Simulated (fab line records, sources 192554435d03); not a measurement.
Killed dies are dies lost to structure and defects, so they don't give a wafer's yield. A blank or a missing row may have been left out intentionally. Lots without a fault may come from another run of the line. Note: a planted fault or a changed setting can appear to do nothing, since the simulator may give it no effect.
Split-lot trial    flow n5Finfet    39 wafers read across 7 lots, on a route 1938 steps long

## SPLIT DETAILS
At N5_BEOL_M12_DEP_53 (deposits SiCN from 3MS/NH3, target thk 30 nm, time 10.5 s), the setting targetThkA was moved away from the recipe's 300 angstrom on 9 of the 39 wafers read, by +36.3% to +57.3%. For the rest of the wafers, this setting stayed at what the recipe calls for.

Reading taken at the split's own step.

## THE READING
SiCN_of_BEOL_M12_DEP_53.thkNm (the simulator's own value, which no gauge read), in nm, at N5_BEOL_M12_DEP_53 (deposits SiCN from 3MS/NH3, target thk 30 nm, time 10.5 s). There is no usual value for it anywhere in the file. Here, 30 wafers ran the recipe; their average is 30.0 nm with a standard deviation of 0.33 nm.

wafer   tool, chamber at the split  targetThkA as run, angstrom  against the recipe  SiCN_of_BEOL_M12_DEP_53.thkNm, nm  against lot-mates on the recipe
L076.1  pecvd-02, 1                 471.9                        +57.3%              46.6                               +16.5
L076.2  pecvd-02, 2                 471.9                        +57.3%              46                                 +15.9
L076.3  pecvd-02, 0,1               300                          recipe              30                                 -
L076.6  pecvd-02, 0,1               300                          recipe              30                                 -
L076.4  pecvd-02, 2                 471.9                        +57.3%              47                                 +16.9
L076.5  pecvd-02, 0                 300                          recipe              30.2                               -
L080.3  pecvd-04, 0                 300                          recipe              29.6                               -
L080.5  pecvd-04, 1,2               300                          recipe              30.6                               -
L080.6  pecvd-04, 1,2               300                          recipe              30.6                               -
L077.1  pecvd-01, 2,1               300                          recipe              29.8                               -
L077.3  pecvd-01, 2,1               300                          recipe              29.8                               -
L077.2  pecvd-01, 0                 428.9                        +43.0%              42.6                               +12.6
L077.4  pecvd-01, 1                 300                          recipe              30.4                               -
L077.5  pecvd-01, 0                 428.9                        +43.0%              43.2                               +13.2
L077.6  pecvd-01, 2                 428.9                        +43.0%              43                                 +13.0
L078.1  pecvd-01, 1                 300                          recipe              30                                 -
L078.2  pecvd-01, 2,1               300                          recipe              30.4                               -
L078.6  pecvd-01, 2,1               300                          recipe              30.4                               -
L078.3  pecvd-01, 0                 300                          recipe              29.6                               -
L078.4  pecvd-01, 2,0               300                          recipe              30.2                               -
L078.5  pecvd-01, 2,0               300                          recipe              30.2                               -
L083.1  pecvd-02, 1,2               300                          recipe              29.6                               -
L083.3  pecvd-02, 1,2               300                          recipe              29.6                               -
L083.2  pecvd-02, 0                 300                          recipe              30                                 -
L083.4  pecvd-02, 2                 300                          recipe              29.8                               -
L083.5  pecvd-02, 0                 300                          recipe              30.4                               -
L083.6  pecvd-02, 1                 300                          recipe              30.2                               -
L093.1  pecvd-04, 0,2               408.8                        +36.3%              40.4                               +10.1
L093.2  pecvd-04, 0,2               408.8                        +36.3%              40.4                               +10.1
L093.3  pecvd-04, 1                 300                          recipe              30.2                               -
L093.4  pecvd-04, 2                 408.8                        +36.3%              41.2                               +10.9
L093.5  pecvd-04, 1                 300                          recipe              30.6                               -
L093.6  pecvd-04, 0                 300                          recipe              30                                 -
L095.1  pecvd-01, 0                 300                          recipe              29.2                               -
L095.2  pecvd-01, 2,0               300                          recipe              29.8                               -
L095.4  pecvd-01, 2,0               300                          recipe              29.8                               -
L095.3  pecvd-01, 2,2,0             300                          recipe              30                                 -
L095.5  pecvd-01, 2,2,0             300                          recipe              30                                 -
L095.6  pecvd-01, 2,2,0             300                          recipe              30                                 -
When a row names more than one chamber, that row covers several wafers, and the file does not tell which wafer ran in which chamber.

THE FIT
A straight line over all 39 wafers: SiCN_of_BEOL_M12_DEP_53.thkNm changes by +0.292 nm for each +1% of targetThkA; r = +1.00; the points scatter about the line by 0.37 nm.
The same after taking each lot's own level away (the mean of its wafers on the recipe; 39 wafers): +0.291 nm for each +1%; r = +1.00; scatter 0.35 nm.
According to that fit, moving targetThkA by its largest amount changes the reading by 17 nm.
Across the lots, their own levels run from 29.80 to 30.27 nm, a range of 1.4 times the standard deviation given above.
The two slopes agree, so the slope changes little with the lot-to-lot level.
Check: with one of the wafers moved furthest among these (+57.3%) left out of the fit, the line predicts +16.7 nm for it against its lot-mates. Against them it came out at +16.5 nm.

## THESE WAFERS: OTHER SPLITS
Note: prior to the reading, these wafers also went through further splits. Each is held against what the fit with the lots' levels taken away leaves over:
other split on the same wafers  wafers away from the commonest value  r with SiCN_of_BEOL_M12_DEP_53.thkNm (lot level and that fit taken away)
N5_BEOL_M11_CVD_75 targetThkA   15                                    -0.06

## FILE'S OWN FIT
SiCN_of_BEOL_M12_DEP_53.thkNm changes by +0.291 nm for each +1% of targetThkA, r = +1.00.
